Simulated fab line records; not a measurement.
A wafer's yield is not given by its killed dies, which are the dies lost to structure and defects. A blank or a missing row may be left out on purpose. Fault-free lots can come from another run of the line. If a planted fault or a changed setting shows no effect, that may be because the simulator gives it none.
Comparing a struck lot with a sound one -- flow n5_finfet -- 14 out of 1938 route steps
Sound: the wafers L509.1, L509.2, L509.3. Wafers L525.1, L525.2, L525.6 were the ones struck. The cause comes at the end.
Each step with rows lists, per side, the tool, then ch with its chambers, then its first start. Under that, the readings that differ: sound wafers -- struck wafers -- difference of the means -- sigmas: that difference in standard deviations of wafers without a fault.
alike: readings whose means differ by less than 2 such deviations, and words and numbers that are the same on both sides. not compared: withheld readings, readings that some wafer has no value for, bounds like >300 that may hide the same value, and numbers for which the record gives no deviation and whose values overlap.
The two part at a step that has a row with sigmas, a row that says differs or no value, or rows on one side only. Numbers that don't overlap but have no deviation are shown without sigmas and don't part them. A reading that every wafer of one side lacks parts them only if that side has two wafers or more.

first, 3 steps without rows for these wafers: N5_SD_EPI_N_PRECLEAN_24 (cleans in O3/DIW, time 60 s); N5_SD_EPI_N_SRD_25 (time 30 s); N5_SD_EPI_N_PRECLEAN_49 (cleans in NF3:NH3, afs cycles 1, time 20 s, sublimation time 60 s).
N5_SD_EPI_N_LINER_46: material SiNx, target thk 3 nm.
  sound on ald_sin-02 ch 0,1,2, day 3 07:34; struck on ald_sin-01 ch 1,2, day 7 14:58
  alike: heater_power_outer_w, heater_power_w
N5_SD_EPI_N_INSPECT_26: inspects for defects (darkfield).
  sound on defect_inspect-02 at day 3 07:49; struck on defect_inspect-02 at day 7 15:13
  alike: raw_defect_count
then, 7 steps without rows for these wafers: N5_SD_EPI_P_COAT_34 (time 60 s, resist thk 350 nm); N5_SD_EPI_P_COAT_35 (time 60 s, resist thk 35 nm); N5_SD_EPI_P_COAT_03 (resist thk 150 nm); N5_SD_EPI_P_EBR_05; N5_SD_EPI_P_SOFTBAKE_04 (time 60 s); N5_SD_EPI_P_EXPOSE_06 (exposes mask SD P BLK, target cd 240 nm); N5_SD_EPI_P_PEB_07 (peb time 60 s).
N5_SD_EPI_P_DEVELOP_08: develop time 30 s.
  sound on litho_track-02 ch 0, day 3 08:09; struck on litho_track-04, day 7 15:34
  no value came back on the struck wafers for chill_plate_temp_C (C), develop_time_s (s), developer_temp_C (C); on the sound wafers chill_plate_temp_C (C) reads 23.13 22.77 22.76
reading,sound,struck,difference,sigmas
model.CAR-ArF-block_of_SD_EPI_P_COAT_03.thk_nm (nm),148.4 148.4 148.4,149.6 150 150.2,+1.5,
N5_SD_EPI_P_CD_MEAS_09 targets a cd of 240 nm.
  sound on cd_sem-02 ch 0, day 3 08:13; struck on cd_sem-01 ch 0, day 7 15:37
reading,sound,struck,difference,sigmas
cd_nm (nm),240.5 240.8 239.6,- - -,no value on the struck wafers,

## WHERE THEY PART
Last at N5_SD_EPI_P_CD_MEAS_09 as far as this record goes, first at N5_SD_EPI_P_DEVELOP_08.

WHY: whatever the simulator had introduced
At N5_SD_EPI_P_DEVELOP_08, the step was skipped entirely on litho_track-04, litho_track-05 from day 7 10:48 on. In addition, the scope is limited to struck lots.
